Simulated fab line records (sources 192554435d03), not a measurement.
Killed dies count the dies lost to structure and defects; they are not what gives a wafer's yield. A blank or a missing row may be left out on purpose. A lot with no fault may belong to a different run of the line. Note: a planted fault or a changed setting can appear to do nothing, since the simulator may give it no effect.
Lot-split experiment | flow n5_finfet | 7 lots, 39 wafers read, on a route of 1938 steps

== ABOUT THE SPLIT ==
At N5_PASSIVATION_ETCH_54 (etches SiO2 in CHF3/O2, target depth 880 nm, time 440 s), the setting time_s was moved away from the recipe's 440 s on 15 of the 39 wafers read, by -33.8% to +42.0%. For the rest of the wafers, this setting stayed at what the recipe calls for.

The reading is taken at the split's own step.

== THE READING ==
etch.depth_nm (the simulator's own value, which no gauge read), in nm, at N5_PASSIVATION_ETCH_54 (etches SiO2 in CHF3/O2, target depth 880 nm, time 440 s). No usual value for it is given in the file. Here, 24 wafers ran the recipe; their average is 887.2 nm with a standard deviation of 12 nm.

wafer  | tool, chamber at the split | time_s as run, s | against the recipe | etch.depth_nm, nm | against lot-mates on the recipe
L076.1 | rie_diel-06, 1             | 624.9            | +42.0%             | 1245              | +355.4
L076.2 | rie_diel-06, 0             | 440              | recipe             | 891               | -
L076.3 | rie_diel-06, 3             | 624.9            | +42.0%             | 1278              | +388.4
L076.4 | rie_diel-06, 2             | 440              | recipe             | 899.9             | -
L076.5 | rie_diel-06, 2             | 624.9            | +42.0%             | 1277              | +387.4
L076.6 | rie_diel-06, 1             | 440              | recipe             | 878               | -
L080.3 | rie_diel-05, 2             | 440              | recipe             | 884               | -
L080.5 | rie_diel-05, 1             | 440              | recipe             | 893.5             | -
L080.6 | rie_diel-05, 2             | 440              | recipe             | 893.3             | -
L077.1 | rie_diel-05, 1             | 440              | recipe             | 881.5             | -
L077.2 | rie_diel-05, 0             | 319              | -27.5%             | 622.2             | -260.2
L077.3 | rie_diel-05, 3             | 319              | -27.5%             | 655               | -227.4
L077.4 | rie_diel-05, 2             | 440              | recipe             | 879.5             | -
L077.5 | rie_diel-05, 3             | 319              | -27.5%             | 655.7             | -226.7
L077.6 | rie_diel-05, 2             | 440              | recipe             | 886.1             | -
L078.1 | rie_diel-05, 0             | 291.4            | -33.8%             | 578.2             | -316.8
L078.2 | rie_diel-05, 1             | 440              | recipe             | 894.2             | -
L078.3 | rie_diel-05, 3             | 291.4            | -33.8%             | 599.6             | -295.4
L078.4 | rie_diel-05, 2             | 440              | recipe             | 883.1             | -
L078.5 | rie_diel-05, 3             | 440              | recipe             | 907.6             | -
L078.6 | rie_diel-05, 2             | 291.4            | -33.8%             | 580.8             | -314.2
L083.1 | rie_diel-04, 3             | 440              | recipe             | 875.9             | -
L083.2 | rie_diel-04, 1             | 440              | recipe             | 877.3             | -
L083.3 | rie_diel-04, 0             | 440              | recipe             | 863.8             | -
L083.4 | rie_diel-04, 1             | 440              | recipe             | 878.8             | -
L083.5 | rie_diel-04, 3             | 440              | recipe             | 883.8             | -
L083.6 | rie_diel-04, 0             | 440              | recipe             | 876.2             | -
L093.1 | rie_diel-05, 0             | 520.9            | +18.4%             | 1047              | +160.9
L093.2 | rie_diel-05, 1             | 440              | recipe             | 886.9             | -
L093.3 | rie_diel-05, 2             | 520.9            | +18.4%             | 1025              | +138.9
L093.4 | rie_diel-05, 3             | 440              | recipe             | 882.6             | -
L093.5 | rie_diel-05, 1             | 440              | recipe             | 888.8             | -
L093.6 | rie_diel-05, 0             | 520.9            | +18.4%             | 1053              | +166.9
L095.1 | rie_diel-05, 1             | 525.2            | +19.4%             | 1067              | +164.6
L095.2 | rie_diel-05, 0             | 525.2            | +19.4%             | 1074              | +171.6
L095.3 | rie_diel-05, 3             | 440              | recipe             | 928.9             | -
L095.4 | rie_diel-05, 2             | 440              | recipe             | 893               | -
L095.5 | rie_diel-05, 3             | 525.2            | +19.4%             | 1096              | +193.6
L095.6 | rie_diel-05, 2             | 440              | recipe             | 885.2             | -

FIT RESULTS
A straight line over all 39 wafers: etch.depth_nm changes by +8.99 nm for each +1% of time_s; r = +1.00; the points scatter about the line by 14 nm.
The same after taking each lot's own level away (the mean of its wafers on the recipe; 39 wafers): +8.94 nm for each +1%; r = +1.00; scatter 12 nm.
According to that fit, moving time_s by its largest amount changes the reading by 3.8e+02 nm.
Measured against the standard deviation above, the lots' own levels, which go from 875.97 to 902.37 nm, span 2.1 times it.
So the lot-to-lot level changes the slope little: the two slopes agree.
Check: with one of the wafers moved furthest among these (+42.0%) left out of the fit, the line predicts +379 nm for it against its lot-mates. Against them it came out at +355 nm.

== FURTHER SPLITS ON THESE WAFERS ==
Before the reading, these wafers also passed through other splits. Each is held against what the fit with the lots' levels taken away leaves over:
other split on the same wafers  | wafers away from the commonest value | r with etch.depth_nm (lot level and that fit taken away)
N5_BEOL_M11_CVD_75 target_thk_a | 15                                   | -0.17
N5_BEOL_M12_DEP_53 target_thk_a | 9                                    | -0.03
N5_BEOL_M15_DEP_53 time_s       | 15                                   | -0.02

== THE WHOLE CHAIN: every reading that the file lists as answering this split, in the file's order ==
step                   | what it does                                            | reading                                                                       | change (the file's fit)              | r (the file's)
N5_PASSIVATION_ETCH_54 | etches SiO2 in CHF3/O2, target depth 880 nm, time 440 s | PASSIVATION.feature_depth_nm (the simulator's own value, which no gauge read) | +8.94 nm for each +1% of the setting | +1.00
N5_PASSIVATION_ETCH_54 | etches SiO2 in CHF3/O2, target depth 880 nm, time 440 s | etch.depth_nm (the simulator's own value, which no gauge read)                | +8.94 nm for each +1% of the setting | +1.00

== FILE'S OWN FIT ==
etch.depth_nm changes by +8.94 nm for each +1% of time_s, r = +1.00.
